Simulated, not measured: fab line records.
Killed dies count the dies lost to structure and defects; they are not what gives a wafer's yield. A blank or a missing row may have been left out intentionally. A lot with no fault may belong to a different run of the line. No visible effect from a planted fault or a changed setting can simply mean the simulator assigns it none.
fab line records | flow nand-harc | part 1 of 2: steps 1 to 25 of 39
record lots=5 wafers=15 last-day=33
route steps=1302 shown THIN_TSV@1252
lots with no fault: from the same line, run without faults
start-h: start of the lot's first displayed wafer, in hours after the record's first day | wait-h: time in hours since the lot's previous step | " unchanged from the row above | L1.1+2: a single row standing in for several wafers | - either no value or no given start | * or withheld: withheld | < > ~ a bound
route shown NAME@n: names a module that has steps shown in the file, with the first one's number in the route | usual: the fault-free wafers' mean and standard deviation | same: alike in all rows | chamber/n: place in a boat | sites: each site's reading | _std_site: their standard deviation | _edge_site: mean of outer sites minus mean of inner sites | radius-mm: how far each site lies from the wafer's centre | mask NAME#n: copy n | behind: tool/chamber where the wafer was last shaped | hold: the reason the lot was held/the length of the hold in hours/how it ended | device: whichever transistor did not switch (one of n, p or np) | end of line: tests of these same wafers at the route's end | step lacking rows: just its recipe | killed: count of dies lost to structure and defects at first sort (not the wafer's yield) | map: a wafer's dies, marking killed ones x, the rest . and places with no die _
set.NAME: setting as actually run; set.NAME@STEP: the setting as run at that earlier step | model.NAME: the simulator's own value behind a step, which no gauge read
lots seen at some steps along the route; tables by step, rows by wafer
services: the hour from which a tool's chamber was out of use, counted from the record's first day as start-h (under 0 if before that day), plus the number of hours and why
## steps
# step NHARC_THIN_TSV_HMDS_05
# recipe time-s=30
# columns lot.wafer tool chamber start-h wait-h
L074.1+2+3 litho-track-02 0 - -
L090.2+3+6 litho-track-02 0 - -
L093.3+5+6 litho-track-05 0 - -
L094.3+4+6 litho-track-07 0 - -
L097.4+5+6 litho-track-05 0 - -
# step NHARC_THIN_TSV_COAT_06
# recipe spin-rpm=*
# columns lot.wafer tool chamber start-h wait-h
L074.1+2+3 litho-track-02 0 - -
L090.2+3+6 litho-track-02 0 - -
L093.3+5+6 litho-track-05 0 - -
L094.3+4+6 litho-track-07 0 - -
L097.4+5+6 litho-track-05 0 - -
# step NHARC_THIN_TSV_SOFTBAKE_07
# recipe temp-c=122 time-s=95
# usual plate-temp-C=121.99/0.15
# columns lot.wafer tool chamber start-h wait-h plate-temp-C
L074.1 litho-track-02 0 - - 121.95
L074.2 " 0 " " 122.35
L074.3 " 0 " " 122.01
L090.2 litho-track-02 0 - - 121.92
L090.3 " 0 " " 122.11
L090.6 " 0 " " 121.88
L093.3 litho-track-05 0 - - 121.63
L093.5 " 0 " " 121.85
L093.6 " 0 " " 121.89
L094.3 litho-track-07 0 - - 122.13
L094.4 " 0 " " 122.23
L094.6 " 0 " " 122.04
L097.4 litho-track-05 0 - - 122.04
L097.5 " 0 " " 122.04
L097.6 " 0 " " 122.14
# step NHARC_THIN_TSV_EBR_08
# columns lot.wafer tool chamber start-h wait-h
L074.1+2+3 litho-track-02 0 - -
L090.2+3+6 litho-track-02 0 - -
L093.3+5+6 litho-track-05 0 - -
L094.3+4+6 litho-track-07 0 - -
L097.4+5+6 litho-track-05 0 - -
# step NHARC_THIN_TSV_EXPOSE_09
# recipe na=0.55 dose-mj=30.7 mask-id=TSV
# usual exposure-dose-mJ-cm2=30.698/0.026 focus-offset-nm=0.1/0.51
# columns lot.wafer tool chamber start-h wait-h mask exposure-dose-mJ-cm2 focus-offset-nm
L074.1 krf-scanner-02 0 565.70 - TSV#0 30.708 0.7
L074.2 " 0 " " TSV#0 30.672 1.1
L074.3 " 0 " " TSV#0 30.740 0.8
L090.2 krf-scanner-02 0 711.07 - TSV#0 30.659 0.0
L090.3 " 0 " " TSV#0 30.690 0.6
L090.6 " 0 " " TSV#0 30.679 0.2
L093.3 krf-scanner-04 0 736.28 - TSV#0 30.732 -0.1
L093.5 " 0 " " TSV#0 30.713 -0.2
L093.6 " 0 " " TSV#0 30.685 -0.2
L094.3 krf-scanner-04 0 746.32 - TSV#0 30.664 0.3
L094.4 " 0 " " TSV#0 30.713 -0.2
L094.6 " 0 " " TSV#0 30.700 -0.4
L097.4 krf-scanner-04 0 778.99 - TSV#0 30.672 -0.1
L097.5 " 0 " " TSV#0 30.719 -1.0
L097.6 " 0 " " TSV#0 30.715 -0.3
# step NHARC_THIN_TSV_PEB_10
# recipe peb-temp-c=118 peb-time-s=85
# usual plate-temp-C=118.01/0.12
# columns lot.wafer tool chamber start-h wait-h plate-temp-C
L074.1 litho-track-07 0 565.77 0.1 118.07
L074.2 " 0 " " 117.84
L074.3 " 0 " " 118.02
L090.2 litho-track-07 0 711.13 0.1 118.07
L090.3 " 0 " " 117.80
L090.6 " 0 " " 117.92
L093.3 litho-track-02 0 736.34 0.1 117.87
L093.5 " 0 " " 117.68
L093.6 " 0 " " 118.02
L094.3 litho-track-02 0 746.37 0.1 118.14
L094.4 " 0 " " 117.99
L094.6 " 0 " " 117.92
L097.4 litho-track-02 0 779.05 0.0 118.20
L097.5 " 0 " " 118.08
L097.6 " 0 " " 118.11
# step NHARC_THIN_TSV_DEVELOP_11
# recipe time-s=70
# columns lot.wafer tool chamber start-h wait-h
L074.1+2+3 litho-track-07 0 - -
L090.2+3+6 litho-track-07 0 - -
L093.3+5+6 litho-track-02 0 - -
L094.3+4+6 litho-track-02 0 - -
L097.4+5+6 litho-track-02 0 - -
# step NHARC_THIN_TSV_CD_MEAS_12
# recipe target-cd-nm=1000 landing-energy-ev=500
# usual cd-nm=999.7/2.4
# columns lot.wafer tool chamber start-h wait-h cd-nm
L074.1 cd-sem-01 0 565.86 - 1002.2
L074.2 " 0 " " 999.8
L074.3 " 0 " " 999.9
L090.2 cd-sem-02 0 711.23 - 999.0
L090.3 " 0 " " 1002.9
L090.6 " 0 " " 1000.5
L093.3 cd-sem-02 0 736.43 - 999.4
L093.5 " 0 " " 997.9
L093.6 " 0 " " 998.3
L094.3 cd-sem-03 0 746.47 - 1000.5
L094.4 " 0 " " 999.8
L094.6 " 0 " " 998.8
L097.4 cd-sem-02 0 779.14 - 999.3
L097.5 " 0 " " 1001.1
L097.6 " 0 " " 1003.1
# step NHARC_THIN_TSV_HARDBAKE_13
# recipe temp-c=125 time-s=80
# usual plate-temp-C=124.99/0.14
# columns lot.wafer tool chamber start-h wait-h plate-temp-C
L074.1 litho-track-02 0 565.94 - 125.06
L074.2 " 0 " " 124.81
L074.3 " 0 " " 124.95
L090.2 litho-track-05 0 711.31 - 124.97
L090.3 " 0 " " 124.90
L090.6 " 0 " " 124.89
L093.3 litho-track-05 0 736.51 - 125.26
L093.5 " 0 " " 125.29
L093.6 " 0 " " 125.03
L094.3 litho-track-07 0 746.55 - 124.74
L094.4 " 0 " " 125.04
L094.6 " 0 " " 124.66
L097.4 litho-track-02 0 779.22 - 124.97
L097.5 " 0 " " 124.69
L097.6 " 0 " " 124.74
# step NHARC_THIN_TSV_DESCUM_14
# recipe time-s=3 o2-flow-sccm=200 ar-flow-sccm=0 bias-power-w=0 chemistry=O2
# usual drypump-motor-current-A=5.9/0.37 oes-product-au=1.000/0.015 rf-vpp-V=57.7/1 showerhead-plenum-p-Torr=1.91/0.087 throttle-valve-pct=11.311/0.0099
# columns lot.wafer tool chamber start-h wait-h drypump-motor-current-A oes-product-au rf-hours-counter-h rf-vpp-V showerhead-plenum-p-Torr throttle-valve-pct
L074.2 rie-diel-11 1 566.02 - 6.1 0.991 7.7 59.3 2.04 11.308
L074.3 " 2 " " 6.0 0.991 7.8 57.3 2.01 11.311
L074.1 " 3 " " 6.0 0.993 7.4 56.0 1.88 11.315
L090.3 rie-diel-06 3 711.40 - 6.1 1.016 2.0 57.4 1.79 11.319
L090.2 " 0 " " 5.6 0.994 1.7 57.6 1.86 11.319
L090.6 " 1 " " 5.7 0.995 - 57.4 1.99 11.318
L093.3 rie-diel-06 3 736.59 - 6.1 1.023 3.5 56.7 1.79 11.290
L093.6 " 2 " " 6.4 1.018 - 56.4 1.96 11.301
L093.5 " 3 " " 6.1 1.019 - 56.3 1.79 11.298
L094.4 rie-diel-06 3 746.65 - 6.0 1.014 4.5 58.1 1.79 11.324
L094.3 " 0 " " 5.6 0.990 3.7 56.7 1.86 11.302
L094.6 " 1 " " 5.7 1.001 - 57.1 1.99 11.311
L097.4 rie-diel-06 3 779.29 - 6.0 1.016 6.2 55.7 1.79 11.316
L097.5 " 3 " " 6.0 1.015 - 54.7 1.79 11.313
L097.6 " 0 " " 5.6 0.969 - 57.7 1.86 11.299
# step NHARC_THIN_TSV_ETCH_44
# recipe target-depth-a=15942 time-s=797.1 cf4-flow-sccm=150 o2-flow-sccm=10 ar-flow-sccm=0 rf-w=300 bias-w=800 chemistry=CF4/O2
# usual drypump-motor-current-A=5.9/0.36 oes-product-au=1.001/0.014 rf-vpp-V=794/4.6 showerhead-plenum-p-Torr=1.82/0.074 throttle-valve-pct=16.915/0.0082
# columns lot.wafer tool chamber start-h wait-h drypump-motor-current-A oes-product-au rf-hours-counter-h rf-vpp-V showerhead-plenum-p-Torr throttle-valve-pct
L074.3 rie-diel-11 0 566.10 0.1 5.3 1.003 7.3 789 1.77 16.920
L074.2 " 1 " " 6.1 0.982 7.8 801 1.95 16.914
L074.1 " 2 " " 6.1 0.996 8.0 800 1.92 16.917
L090.2 rie-diel-06 1 711.47 0.1 5.7 1.002 1.9 801 1.90 16.912
L090.3 " 3 " " 6.0 1.017 2.1 787 1.72 16.912
L090.6 " 1 " " 5.7 0.995 - 797 1.90 16.910
L093.3 rie-diel-06 2 736.67 0.1 6.3 1.014 3.6 797 1.88 16.911
L093.6 " 2 " " 6.3 1.008 - 797 1.88 16.923
L093.5 " 3 " " 6.1 1.014 - 787 1.72 16.916
L094.4 rie-diel-06 0 746.71 0.1 5.6 0.993 3.8 793 1.78 16.915
L094.3 " 2 " " 6.3 1.005 4.6 796 1.88 16.925
L094.6 " 1 " " 5.7 0.999 - 799 1.90 16.915
L097.4 rie-diel-06 0 779.43 0.1 5.6 0.984 4.9 792 1.78 16.918
L097.5 " 3 " " 6.0 1.007 - 787 1.72 16.923
L097.6 " 0 " " 5.6 0.977 - 793 1.78 16.906
# step NHARC_THIN_TSV_ETCH_15
# recipe target-depth-a=30000 bosch-target-overetch-cycles=2 bosch-etch-step-s=2.8 bosch-dep-step-s=1.2 bosch-cycles=14
# usual drypump-motor-current-A=5.8/0.38 he-backside-leak-sccm=2.64/0.24
# columns lot.wafer tool chamber start-h wait-h drypump-motor-current-A he-backside-leak-sccm rf-hours-counter-h
L074.2 rie-si-06 1 566.67 - 5.9 2.22 0.61
L074.1 " 2 " " 6.0 2.85 0.69
L074.3 " 0 " " 6.3 2.37 0.82
L090.2 rie-si-05 2 712.04 - 5.6 2.75 0.43
L090.3 " 0 " " 6.6 2.86 0.43
L090.6 " 0 " " 6.6 3.03 -
L093.3 rie-si-06 0 737.24 - 6.3 2.50 0.66
L093.6 " 0 " " 6.3 2.57 -
L093.5 " 1 " " 5.9 2.36 -
L094.3 rie-si-02 2 747.28 - 5.8 2.52 0.64
L094.4 " 3 " " 5.8 2.42 0.71
L094.6 " 3 " " 5.8 2.37 -
L097.4 rie-si-06 3 779.97 - 5.6 2.54 0.86
L097.5 " 1 " " 5.9 2.44 -
L097.6 " 2 " " 6.0 2.64 -
# step NHARC_THIN_TSV_CD_MEAS_16
# usual cd-nm=999.7/2.3
# columns lot.wafer tool chamber start-h wait-h cd-nm
L074.1 cd-sem-02 - 566.82 0.1 1001.4
L074.2 " - " " 999.7
L074.3 " - " " 999.5
L090.2 cd-sem-02 - 712.21 0.2 998.3
L090.3 " - " " 1003.7
L090.6 " - " " 1001.0
L093.3 cd-sem-01 - 737.39 0.1 999.4
L093.5 " - " " 997.7
L093.6 " - " " 998.3
L094.3 cd-sem-03 - 747.43 0.1 1000.5
L094.4 " - " " 999.1
L094.6 " - " " 999.6
L097.4 cd-sem-03 - 780.10 0.1 1000.0
L097.5 " - " " 1002.7
L097.6 " - " " 1001.9
# step NHARC_THIN_TSV_STRIP_45
# recipe power-w=1500 temp-c=250 chemistry=O2
# usual drypump-motor-current-A=5.7/0.67 heater-power-w=338/21
# columns lot.wafer tool chamber start-h wait-h drypump-motor-current-A heater-power-w rf-hours-counter-h
L074.1 plasma-asher-02 1 566.89 0.1 5.0 325 27
L074.2 " 0 " " 5.9 339 27
L074.3 " 1 " " 5.0 324 -
L090.2 plasma-asher-01 0 712.28 0.1 6.6 354 2
L090.3 " 1 " " 5.1 325 -
L090.6 " 1 " " 5.0 318 -
L093.3 plasma-asher-02 1 737.55 0.2 5.0 341 -
L093.6 " 1 " " 5.0 344 -
L093.5 " 0 " " 5.9 329 -
L094.3 plasma-asher-01 0 747.60 0.2 6.6 364 -
L094.4 " 1 " " 5.1 308 -
L094.6 " 0 " " 6.5 366 -
L097.4 plasma-asher-01 1 780.31 0.2 5.1 308 -
L097.5 " 0 " " 6.6 351 -
L097.6 " 1 " " 5.1 323 -
# step NHARC_THIN_TSV_STRIP_46
# recipe time-s=1200 temp-c=72.5 chemistry=post-etch-residue-remover
# usual bath-guard-temp-C=72.5/0.46
# columns lot.wafer tool chamber start-h wait-h bath-guard-temp-C
L074.3 wet-bench-10 5 567.24 0.2 72.1
L074.1 " 1 " " 72.5
L074.2 " 2 " " 72.6
L090.2 wet-bench-10 4 712.65 0.3 72.3
L090.6 " 6 " " 72.6
L090.3 " 7 " " 73.1
L093.6 wet-bench-08 7 737.81 0.1 71.9
L093.5 " 0 " " 72.8
L093.3 " 3 " " 72.4
L094.4 wet-bench-08 1 747.85 0.2 71.8
L094.3 " 5 " " 72.5
L094.6 " 6 " " 72.8
L097.5 wet-bench-08 6 780.53 0.1 72.7
L097.4 " 0 " " 72.4
L097.6 " 2 " " 72.8
# step NHARC_THIN_TSV_DEP_47
# recipe target-thk-a=2000 temp-c=withheld pressure-torr=6.5 rf-w=900 teos-flow-sccm=161.4 flow-sccm=2650 target-thk-nm=200 gas=O2 material=SiO2
# usual mfc-precursor-sccm=161.4/0.45 throttle-valve-pct=15.7/0.59
# columns lot.wafer tool chamber start-h wait-h mfc-precursor-sccm since-wet-clean-h throttle-valve-pct
L074.2 pecvd-04 2 567.69 - 161.4 105 16.0
L074.3 " 0 " " 161.7 105 15.4
L074.1 " 1 " " 161.1 105 15.6
L090.3 pecvd-03 1 713.09 - 160.5 151 14.7
L090.2 " 2 " " 161.2 151 16.6
L090.6 " 1 " " 161.7 - 14.7
L093.3 pecvd-01 0 738.42 - 161.4 52 15.7
L093.6 " 1 " " 161.4 - 16.3
L093.5 " 0 " " 161.1 - 15.9
L094.3 pecvd-04 2 748.45 - 160.6 104 15.8
L094.6 " 1 " " 161.1 - 15.1
L094.4 " 2 " " 161.3 - 15.9
L097.5 pecvd-04 0 781.11 - 161.2 - 15.6
L097.6 " 1 " " 161.2 - 15.3
L097.4 " 2 " " 160.7 - 15.8
# step NHARC_THIN_TSV_ETCHBACK_48
# recipe target-depth-a=10285 over-etch-frac=0.3 time-s=405.17 ion-energy-ev=250 c4f8-flow-sccm=withheld ar-flow-sccm=withheld rf-w=600 bias-w=300 chemistry=C4F8/Ar
# usual oes-product-au=0.96/0.034 rf-vpp-V=546/3.2
# same over-etch-frac=0.3
# columns lot.wafer tool chamber start-h wait-h oes-product-au rf-hours-counter-h rf-vpp-V
L074.1 rie-diel-11 2 568.09 - 0.92 8.1 550
L074.2 " 0 " " 0.93 7.7 544
L074.3 " 1 " " 0.91 8.2 551
L090.3 rie-diel-06 0 713.53 - 0.96 2.4 545
L090.2 " 1 " " 0.96 2.6 550
L090.6 " 3 " " 1.00 - 543
L093.3 rie-diel-06 0 738.73 - 0.95 3.1 545
L093.5 " 0 " " 0.95 - 546
L093.6 " 1 " " 0.98 - 548
L094.3 rie-diel-11 3 748.80 - 0.99 8.0 547
L094.4 " 0 " " 1.01 7.4 546
L094.6 " 3 " " 0.99 - 546
L097.4 rie-diel-06 0 781.41 - 0.91 5.3 545
L097.5 " 3 " " 0.94 - 543
L097.6 " 0 " " 0.91 - 544
# step NHARC_THIN_TSV_STRIP_62
# recipe power-w=1500 temp-c=250 time-s=20 chemistry=N2/H2
# usual drypump-motor-current-A=5.7/0.65 heater-power-w=338/19
# columns lot.wafer tool chamber start-h wait-h drypump-motor-current-A heater-power-w rf-hours-counter-h
L074.2 plasma-asher-02 0 568.46 - 5.9 333 27
L074.1 " 1 " " 5.1 327 27
L074.3 " 0 " " 5.9 340 -
L090.2 plasma-asher-01 0 713.87 - 6.6 359 3
L090.3 " 1 " " 5.0 313 -
L090.6 " 0 " " 6.6 365 -
L093.3 plasma-asher-02 1 739.13 - 5.0 340 -
L093.5 " 1 " " 5.0 341 -
L093.6 " 0 " " 5.9 332 -
L094.3 plasma-asher-01 1 749.16 - 5.1 316 -
L094.4 " 0 " " 6.5 366 -
L094.6 " 1 " " 5.1 309 -
L097.4 plasma-asher-01 1 781.84 - 5.1 321 -
L097.6 " 1 " " 5.1 318 -
L097.5 " 0 " " 6.6 353 -
# step NHARC_THIN_TSV_DEGAS_49
# recipe temp-c=300 time-s=120
# usual heater-power-w=463/44
# columns lot.wafer tool chamber start-h wait-h heater-power-w
L074.3 pvd-sputter-01 - 568.64 0.1 440
L074.2 " - " " 544
L074.1 " - " " 514
L090.2 pvd-sputter-03 - 714.02 0.1 407
L090.3 " - " " 441
L090.6 " - " " 407
L093.3 pvd-sputter-02 - 739.27 0.1 456
L093.5 " - " " 423
L093.6 " - " " 462
L094.4 pvd-sputter-01 - 749.31 0.1 499
L094.3 " - " " 468
L094.6 " - " " 578
L097.4 pvd-sputter-01 - 782.00 0.1 457
L097.6 " - " " 439
L097.5 " - " " 569
# step NHARC_THIN_TSV_PRE_CLEAN_50
# recipe time-s=30 temp-c=280 gas=H2/He
# usual heater-power-w=408/36
# columns lot.wafer tool chamber start-h wait-h heater-power-w
L074.2 pvd-sputter-01 - - - 399
L074.3 " - " " 484
L074.1 " - " " 450
L090.2 pvd-sputter-03 - - - 396
L090.3 " - " " 434
L090.6 " - " " 397
L093.3 pvd-sputter-02 - - - 365
L093.5 " - " " 405
L093.6 " - " " 404
L094.3 pvd-sputter-01 - - - 430
L094.4 " - " " 415
L094.6 " - " " 421
L097.4 pvd-sputter-01 - - - 452
L097.6 " - " " 413
L097.5 " - " " 386
# step NHARC_THIN_TSV_PVD_19
# recipe target-thk-a=200 chamber-pressure-pa=5 material=TaN
# usual chamber-pressure-pa=5.000/0.0091 throttle-valve-pct=29.9/1
# columns lot.wafer tool chamber start-h wait-h chamber-pressure-pa throttle-valve-pct
L074.3 pvd-sputter-01 - - - 5.001 31.5
L074.2 " - " " 5.010 28.7
L074.1 " - " " 4.994 28.2
L090.2 pvd-sputter-03 - - - 5.000 29.0
L090.3 " - " " 5.007 29.8
L090.6 " - " " 5.009 30.3
L093.3 pvd-sputter-02 - - - 5.000 29.3
L093.6 " - " " 4.992 30.0
L093.5 " - " " 4.988 29.6
L094.3 pvd-sputter-01 - - - 4.997 28.8
L094.4 " - " " 4.988 31.1
L094.6 " - " " 5.003 31.2
L097.4 pvd-sputter-01 - - - 4.988 28.7
L097.5 " - " " 4.997 28.9
L097.6 " - " " 5.006 28.9
# step NHARC_THIN_TSV_PVD_51
# recipe target-thk-a=1000 chamber-pressure-pa=5 material=Cu
# usual chamber-pressure-pa=4.999/0.0097 throttle-valve-pct=29.9/1
# columns lot.wafer tool chamber start-h wait-h chamber-pressure-pa throttle-valve-pct
L074.2 pvd-sputter-01 - - - 5.002 27.9
L074.1 " - " " 5.004 31.0
L074.3 " - " " 4.997 28.6
L090.3 pvd-sputter-03 - - - 5.005 29.5
L090.2 " - " " 5.010 31.3
L090.6 " - " " 5.006 28.9
L093.3 pvd-sputter-02 - - - 4.975 29.7
L093.5 " - " " 4.975 29.9
L093.6 " - " " 5.008 30.6
L094.4 pvd-sputter-01 - - - 4.997 29.0
L094.3 " - " " 4.999 28.3
L094.6 " - " " 5.012 28.9
L097.4 pvd-sputter-01 - - - 4.989 31.5
L097.6 " - " " 4.983 31.5
L097.5 " - " " 5.001 28.4
# step NHARC_THIN_TSV_ECD_20
# recipe target-thk-a=20000 material=Cu
# columns lot.wafer tool chamber start-h wait-h
L074.1+2+3 ecd-cu-01 0,1,1 569.08 -
L090.2+3+6 ecd-cu-02 1 714.48 -
L093.3+5+6 ecd-cu-02 1,1,0 739.91 -
L094.4+3+6 ecd-cu-02 1,0,0 749.95 -
L097.4+5+6 ecd-cu-02 0,1,0 782.73 -
# step NHARC_THIN_TSV_ANNEAL_52
# recipe temp-c=225 time-s=90
# usual wafer_temp_C_max=225.74/0.24
# columns lot.wafer tool chamber start-h wait-h wafer_temp_C_max
L074.1 rtp-anneal-01 0 569.82 0.6 225.32
L074.2 " 0 " " 225.75
L074.3 " 0 " " 225.48
L090.2 rtp-anneal-01 0 715.26 0.7 225.57
L090.3 " 0 " " 225.51
L090.6 " 0 " " 225.75
L093.3 rtp-anneal-01 0 740.55 0.5 225.57
L093.5 " 0 " " 225.78
L093.6 " 0 " " 225.85
L094.3 rtp-anneal-01 0 750.87 0.7 225.92
L094.4 " 0 " " 225.80
L094.6 " 0 " " 225.53
L097.4 rtp-anneal-01 0 783.31 0.5 225.43
L097.5 " 0 " " 225.47
L097.6 " 0 " " 225.48
# step NHARC_THIN_TSV_CMP_21
# recipe t-overpolish-s=30 target-thk-nm=2000
# usual motor-current-A=12.5/1.1 overpolish-run-s=30.000/0.0085
# columns lot.wafer tool chamber start-h wait-h motor-current-A overpolish-run-s
L074.1 cmp-01 1 570.16 - 14.1 29.997
L074.2 " 3 " " 11.6 29.998
L074.3 " 0 " " 12.2 29.999
L090.3 cmp-01 0 715.55 - 12.8 29.995
L090.2 " 1 " " 14.0 30.000
L090.6 " 1 " " 14.4 30.013
L093.3 cmp-04 0 740.87 - 11.5 29.996
L093.5 " 1 " " 13.6 30.001
L093.6 " 2 " " 13.0 29.991
L094.3 cmp-01 0 751.11 - 11.8 29.997
L094.4 " 2 " " 11.3 30.004
L094.6 " 0 " " 11.9 29.989
L097.4 cmp-04 1 783.59 - 13.6 29.999
L097.6 " 2 " " 12.1 29.997
L097.5 " 3 " " 13.6 29.997
